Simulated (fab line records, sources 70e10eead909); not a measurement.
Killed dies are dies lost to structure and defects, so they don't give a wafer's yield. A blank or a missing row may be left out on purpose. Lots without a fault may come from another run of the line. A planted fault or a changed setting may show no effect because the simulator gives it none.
Chamber matching | flow nand_harc | NHARC_A_STAIRCASE_DEP_325 on pecvd-01: 3 sister chambers
The step deposits SiO2, target thk 7200 nm. 6 wafers are shown with their chamber, then 9 later ones without.

WAFERS WITH THEIR CHAMBER
wafer  | chamber | heater_power_w (W) | rf_fwd_power_W (W)
L083.3 | 2       | 661                | 500.0
L083.4 | 2       | 603                | 498.3
L087.4 | 0       | 676                | 499.6
L088.2 | 1       | 486                | 498.4
L088.3 | 0       | 757                | 501.9
L088.4 | 1       | 480                | 501.5

WAFERS WITHOUT THEIR CHAMBER
wafer  | heater_power_w (W) | rf_fwd_power_W (W)
L091.1 | 753                | 501.7
L091.3 | 752                | 503.8
L091.5 | 607                | 501.1
L093.2 | 593                | 501.7
L093.4 | 490                | 500.3
L093.5 | 665                | 500.4
L097.1 | 609                | 500.1
L097.2 | 722                | 499.9
L097.5 | 664                | 499.3

WHICH CHAMBER EACH WENT THROUGH
wafer  | from the rows above          | in truth
L091.1 | 0                            | 0
L091.3 | 0                            | 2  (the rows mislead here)
L091.5 | can't be placed: 2 or 0 or 1 | 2
L093.2 | can't be placed: 2 or 1 or 0 | 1
L093.4 | 1                            | 1
L093.5 | can't be placed: 2 or 0      | 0
L097.1 | can't be placed: 2 or 0      | 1
L097.2 | can't be placed: 0 or 2      | 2
L097.5 | can't be placed: 2 or 0      | 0
Placed correctly: 2 of 9. Can't be placed from these rows: 6 (the true chamber is among the candidates in 5). Placed wrongly: 1.
How it was worked out, from the rows above alone: a wafer's distance from a chamber is the root of the sum, over the readings, of the square of ((its reading less the chamber's mean) divided by the reading's scatter). The wafer belongs to the nearest chamber; if the next one is less than 2 further off, it can't be placed. A chamber's mean is the mean of its shown wafers. The scatter: the root of (the sum of the squares of (reading less its chamber's mean) over the shown wafers, divided by (wafers less chambers)).
